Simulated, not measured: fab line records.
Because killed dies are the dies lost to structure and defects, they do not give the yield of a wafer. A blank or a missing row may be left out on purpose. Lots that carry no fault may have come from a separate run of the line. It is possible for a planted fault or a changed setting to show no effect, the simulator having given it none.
fab line records	flow nand-harc
record lots=14	wafers=42	last-day=33
route steps=1302 shown A_DECK1_JOINT@543 A_ONON_D2@562 A_CHANNEL_HOLE_D2@582 END@1302
lots that met no fault: from a run of the same line without faults
start-h: start of the lot's first displayed wafer, in hours after the record's first day	wait-h: time in hours since the lot's previous step	" same as the row above	L1.1+2: a single row standing in for several wafers	- no value, or no start was given	* or withheld: withheld	< > ~ a bound
route shown NAME@n: NAME is a module with steps in the file, n the number in the route of the first one	usual: mean/standard deviation of fault-free wafers	same: alike in all rows	chamber/n: place in a boat	sites: each site's reading	_std_site: how widely they spread, as a standard deviation	_edge_site: the outer-site mean with the inner-site mean subtracted	radius-mm: how far each site lies from the wafer's centre	mask NAME#n: copy n	behind: tool/chamber where the wafer was last shaped	hold: cause of the lot's hold/its duration in hours/its outcome	device: names the non-switching transistor (n, p or np)	end of line: tests run on the same wafers once the route is complete	a step with no rows: only its recipe	killed: dies that structure and defects cost at the first sort, which is not the same as the wafer's yield	map: a wafer's dies, x killed, . not, _ none there
set.NAME: setting as actually run; set.NAME@STEP: the setting as run at that earlier step	model.NAME: the simulator's own value behind a step, which no gauge read
a sample of lots followed through the steps of the route, with each step as a table and each wafer as a row
services: when a tool's chamber went out of use (start-h, in hours from the record's first day, below 0 if earlier), for how many hours, and the reason
## steps
# step NHARC_A_DECK1_JOINT_THK_MEAS_17
# recipe thk-meas-gauge=ellipsometry
# usual thk-nm=45.1/1.3
lot.wafer	tool	chamber	start-h	wait-h	thk-nm
L732.1	film-metro-01	-	281.96	0.2	43.0
L732.2	"	-	"	"	45.0
L732.5	"	-	"	"	45.5
L733.1	film-metro-01	-	305.20	0.2	45.8
L733.2	"	-	"	"	45.5
L733.3	"	-	"	"	44.3
L735.2	film-metro-01	-	311.80	0.2	46.6
L735.5	"	-	"	"	48.3
L735.6	"	-	"	"	47.8
L738.2	film-metro-02	-	335.39	0.2	45.1
L738.3	"	-	"	"	47.1
L738.6	"	-	"	"	46.8
L741.3	film-metro-01	-	383.40	0.2	45.1
L741.4	"	-	"	"	43.4
L741.5	"	-	"	"	44.8
L743.3	film-metro-02	-	391.68	0.3	44.8
L743.4	"	-	"	"	44.2
L743.6	"	-	"	"	44.2
L745.1	film-metro-02	-	418.40	0.2	45.0
L745.3	"	-	"	"	47.0
L745.4	"	-	"	"	44.7
L744.1	film-metro-01	-	418.40	0.2	42.3
L744.3	"	-	"	"	43.7
L744.4	"	-	"	"	46.4
L750.1	film-metro-01	-	462.90	0.2	46.2
L750.4	"	-	"	"	44.4
L750.6	"	-	"	"	46.8
L749.1	film-metro-01	-	468.69	0.2	46.2
L749.2	"	-	"	"	43.9
L749.5	"	-	"	"	45.1
L751.1	film-metro-02	-	477.24	0.3	44.4
L751.2	"	-	"	"	43.1
L751.5	"	-	"	"	44.4
L753.2	film-metro-01	-	487.24	0.2	42.7
L753.3	"	-	"	"	45.3
L753.4	"	-	"	"	45.5
L752.1	film-metro-02	-	497.72	0.2	45.0
L752.4	"	-	"	"	45.6
L752.5	"	-	"	"	45.3
L754.1	film-metro-02	-	498.88	0.2	44.1
L754.3	"	-	"	"	43.3
L754.6	"	-	"	"	44.6
# step NHARC_A_ONON_D2_DEP_25
# recipe target-thk-a=10000	n2-flow-sccm=2750	n2o-flow-sccm=2000	nh3-flow-sccm=500	sih4-flow-sccm=210	temp-c=400
lot.wafer	tool	chamber	start-h	wait-h
L732.1+2+5	pecvd-onon-04	0	293.36	0.1
L733.1+2+3	pecvd-onon-03	0	319.01	0.1
L735.2+5+6	pecvd-onon-03	0	323.66	0.1
L738.2+3+6	pecvd-onon-03	0	346.74	0.1
L741.3+4+5	pecvd-onon-04	0	394.93	0.2
L743.3+4+6	pecvd-onon-04	0	403.32	0.2
L744.1+3+4	pecvd-onon-03	0	429.85	0.1
L745.1+3+4	pecvd-onon-01	0	429.86	0.1
L750.1+4+6	pecvd-onon-04	0	474.48	0.1
L749.1+2+5	pecvd-onon-01	0	480.13	0.1
L751.1+2+5	pecvd-onon-01	0	488.69	0.1
L753.2+3+4	pecvd-onon-01	0	498.69	0.1
L754.1+3+6	pecvd-onon-04	0	509.18	0.1
L752.1+4+5	pecvd-onon-03	0	509.19	0.1
# step NHARC_A_ONON_D2_THK_MEAS_27
# recipe thk-meas-gauge=ellipsometry
# usual thk-nm=999/9.9
lot.wafer	tool	chamber	start-h	wait-h	thk-nm
L732.1	film-metro-02	-	293.87	-	998
L732.2	"	-	"	"	995
L732.5	"	-	"	"	996
L733.1	film-metro-01	-	319.52	-	1020
L733.2	"	-	"	"	1022
L733.3	"	-	"	"	1020
L735.2	film-metro-01	-	324.12	-	991
L735.5	"	-	"	"	992
L735.6	"	-	"	"	990
L738.2	film-metro-01	-	347.19	-	1000
L738.3	"	-	"	"	1000
L738.6	"	-	"	"	1001
L741.3	film-metro-01	-	395.32	-	544
L741.4	"	-	"	"	544
L741.5	"	-	"	"	543
L743.3	film-metro-01	-	403.72	-	534
L743.4	"	-	"	"	532
L743.6	"	-	"	"	533
L744.1	film-metro-01	-	430.36	-	996
L744.3	"	-	"	"	995
L744.4	"	-	"	"	996
L745.1	film-metro-01	-	430.37	-	994
L745.3	"	-	"	"	994
L745.4	"	-	"	"	993
L750.1	film-metro-02	-	474.99	-	1014
L750.4	"	-	"	"	1014
L750.6	"	-	"	"	1014
L749.1	film-metro-02	-	480.63	-	1019
L749.2	"	-	"	"	1021
L749.5	"	-	"	"	1018
L751.1	film-metro-01	-	489.21	-	983
L751.2	"	-	"	"	983
L751.5	"	-	"	"	984
L753.2	film-metro-02	-	499.15	-	1005
L753.3	"	-	"	"	1004
L753.4	"	-	"	"	1007
L754.1	film-metro-02	-	509.70	-	1008
L754.3	"	-	"	"	1009
L754.6	"	-	"	"	1009
L752.1	film-metro-01	-	509.73	-	1008
L752.4	"	-	"	"	1009
L752.5	"	-	"	"	1008
# step NHARC_A_ONON_D2_INSPECT_32
# usual raw-defect-count=432/170
lot.wafer	tool	chamber	start-h	wait-h	raw-defect-count
L732.1	defect-inspect-01	-	295.00	0.0	796
L732.2	"	-	"	"	972
L732.5	"	-	"	"	608
L733.1	defect-inspect-02	-	320.64	0.0	318
L733.2	"	-	"	"	264
L733.3	"	-	"	"	535
L735.2	defect-inspect-01	-	325.22	0.0	244
L735.5	"	-	"	"	211
L735.6	"	-	"	"	241
L738.2	defect-inspect-02	-	348.30	0.0	806
L738.3	"	-	"	"	704
L738.6	"	-	"	"	932
L741.3	defect-inspect-02	-	396.45	0.0	268
L741.4	"	-	"	"	324
L741.5	"	-	"	"	197
L743.3	defect-inspect-02	-	404.82	0.0	234
L743.4	"	-	"	"	377
L743.6	"	-	"	"	474
L744.1	defect-inspect-01	-	431.47	0.0	535
L744.3	"	-	"	"	577
L744.4	"	-	"	"	583
L745.1	defect-inspect-02	-	431.49	0.0	930
L745.3	"	-	"	"	672
L745.4	"	-	"	"	633
L750.1	defect-inspect-01	-	476.24	0.0	341
L750.4	"	-	"	"	292
L750.6	"	-	"	"	259
L749.1	defect-inspect-02	-	481.73	0.0	538
L749.2	"	-	"	"	351
L749.5	"	-	"	"	196
L751.1	defect-inspect-02	-	490.31	0.0	444
L751.2	"	-	"	"	459
L751.5	"	-	"	"	328
L753.2	defect-inspect-01	-	500.35	0.0	481
L753.3	"	-	"	"	460
L753.4	"	-	"	"	267
L754.1	defect-inspect-02	-	510.80	0.0	345
L754.3	"	-	"	"	309
L754.6	"	-	"	"	530
L752.1	defect-inspect-02	-	510.93	0.0	438
L752.4	"	-	"	"	357
L752.5	"	-	"	"	307
# step NHARC_A_CHANNEL_HOLE_D2_CD_MEAS_10
# recipe target-cd-nm=100	landing-energy-ev=500
# usual cd-nm=100.3/0.82
# same landing-energy-ev=500
lot.wafer	tool	chamber	start-h	wait-h	cd-nm
L732.1	cd-sem-03	0	297.85	-	101.0
L732.2	"	0	"	"	100.3
L732.5	"	0	"	"	100.2
L733.1	cd-sem-03	0	327.49	-	98.5
L733.2	"	0	"	"	99.5
L733.3	"	0	"	"	98.7
L735.2	cd-sem-02	0	336.68	-	99.7
L735.5	"	0	"	"	98.9
L735.6	"	0	"	"	98.0
L738.2	cd-sem-01	0	351.86	-	101.5
L738.3	"	0	"	"	100.9
L738.6	"	0	"	"	101.5
L745.1	cd-sem-01	0	434.23	-	100.8
L745.3	"	0	"	"	101.4
L745.4	"	0	"	"	99.5
L744.1	cd-sem-03	0	434.38	-	100.5
L744.3	"	0	"	"	100.7
L744.4	"	0	"	"	100.6
L750.1	cd-sem-01	0	479.04	-	100.2
L750.4	"	0	"	"	100.7
L750.6	"	0	"	"	100.8
L749.1	cd-sem-03	0	485.33	-	100.8
L749.2	"	0	"	"	100.3
L749.5	"	0	"	"	101.3
L751.1	cd-sem-01	0	499.47	-	101.1
L751.2	"	0	"	"	100.3
L751.5	"	0	"	"	99.4
L753.2	cd-sem-03	0	508.11	-	100.4
L753.3	"	0	"	"	100.2
L753.4	"	0	"	"	100.2
L754.1	cd-sem-01	0	513.88	-	99.8
L754.3	"	0	"	"	100.5
L754.6	"	0	"	"	99.5
L752.1	cd-sem-01	0	515.76	-	100.5
L752.4	"	0	"	"	100.7
L752.5	"	0	"	"	100.5
# step NHARC_END_SORT_01
# recipe temp-c=25
# usual killed-at-array=47/18	killed-at-other=0.9/1.1	killed-at-periphery=4/3.1	killed-dies=52/18	killed-open=3.1/1.5	killed-short=2.4/1.5
# same gross-dies=677
lot.wafer	tool	chamber	start-h	wait-h	killed-at-array	killed-at-other	killed-at-periphery	killed-dies	killed-open	killed-short
L741.3	prober-01	0	664.75	3.1	671	0	6	677	3	4
L741.4	prober-01	0	665.56	3.4	669	2	6	677	2	2
L741.5	prober-01	0	666.37	3.7	674	0	3	677	2	1
L743.3	prober-02	0	686.86	3.1	674	0	3	677	2	4
L743.4	prober-02	0	687.67	3.4	675	0	2	677	4	5
L743.6	prober-02	0	689.27	4.0	676	0	1	677	6	2
# killed by level:class
L741.3 A_ONON_D2:area-dep=630 A_SLIT:chamber-film-flake=23 A_CHANNEL_HOLE_D1:chamber-film-flake=3 A_STAIRCASE:chamber-film-flake=3 A_CONTACT:chamber-film-flake=3 A_M1:geometric-particle:open=2 P_GATE:chamber-film-flake=2 A_BLC:chamber-film-flake=2
L741.4 A_ONON_D2:area-dep=630 A_SLIT:chamber-film-flake=23 A_CHANNEL_HOLE_D1:chamber-film-flake=5 A_STAIRCASE:chamber-film-flake=4 P_STI:chamber-film-flake=3 A_ZERO_WELL:chamber-film-flake=2 A_CONTACT:chamber-film-flake=2 P_M0:geometric-particle:open=1
L741.5 A_ONON_D2:area-dep=632 A_SLIT:chamber-film-flake=21 A_STAIRCASE:chamber-film-flake=7 A_WL_FILL:chamber-film-flake=3 A_CONTACT:chamber-film-flake=3 A_ZERO_WELL:chamber-film-flake=2 A_CHANNEL_HOLE_D1:chamber-film-flake=2 A_ONON_D1:geometric-particle:open=1
L743.3 A_ONON_D2:area-dep=625 A_CHANNEL_HOLE_D2:chamber-film-flake=22 A_CHANNEL_HOLE_D1:chamber-film-flake=13 A_CONTACT:chamber-film-flake=4 P_STI:chamber-film-flake=2 P_CONTACT:geometric-particle:open=1 A_SOURCE_PLATE:geometric-particle:short=1 A_ONON_D1:geometric-particle:short=1
L743.4 A_ONON_D2:area-dep=624 A_CHANNEL_HOLE_D2:chamber-film-flake=20 A_CHANNEL_HOLE_D1:chamber-film-flake=14 A_CHANNEL_FILL_D2:chamber-film-flake=3 A_SGD_CUT:geometric-particle:short=2 A_DECK1_JOINT:chamber-film-flake=2 A_SLIT:chamber-film-flake=2 A_CONTACT:chamber-film-flake=2
L743.6 A_ONON_D2:area-dep=624 A_CHANNEL_HOLE_D2:chamber-film-flake=16 A_CHANNEL_HOLE_D1:chamber-film-flake=14 A_CONTACT:chamber-film-flake=6 A_STAIRCASE:chamber-film-flake=4 A_DECK1_JOINT:geometric-particle:open=2 A_WL_FILL:chamber-film-flake=2 A_ONON_D1:geometric-particle:short=1
## services
tool	chamber	start-h	hours	kind
pecvd-onon-01	-	269.40	13.0	pm
pecvd-onon-04	-	311.51	13.0	pm
pecvd-onon-03	-	408.26	13.0	pm
pecvd-onon-01	-	450.40	13.0	pm
pecvd-onon-04	-	492.51	13.0	pm
## key
first-sign step=NHARC_A_ONON_D2_THK_MEAS_27	reading=thk-nm	direction=down	sigmas=46	usual=999	struck=538
effect step=NHARC_END_SORT_01	reading=killed-at-array	direction=up	sigmas=35	usual=47	struck=673
more-kills-born-at NHARC_A_ONON_D2_DEP_25@pecvd-onon-04=3765
met-at NHARC_A_ONON_D2_DEP_25
struck-lots L741,L743
later-rows-left-out L741.3,L741.4,L741.5,L743.3,L743.4,L743.6
tester-left-out L741,L743
not-acting-at NHARC_A_DECK1_JOINT_THK_MEAS_17,NHARC_A_ONON_D2_INSPECT_32,NHARC_A_CHANNEL_HOLE_D2_CD_MEAS_10
onset-between 293.36 394.93
fault kind=process-parameter-drift	tool=pecvd-onon-04	chamber=-	onset-h=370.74	steps=NHARC_A_ONON_D2_DEP_25	channel=target-thk-a	offset=*	shape=step	end-h=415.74	acts-in=*	stated=*
# tester-left-out: of these lots the tester's yield and bins aren't shown, on N5 and GAA mostly nor the transistor test; their killed dies are dies lost to structure and defects alone, not to doping, threshold or leakage, so they don't give the yield
# later-rows-left-out: the simulator's readings of these wafers behind a module that went badly wrong aren't trusted and aren't shown, but for the sort
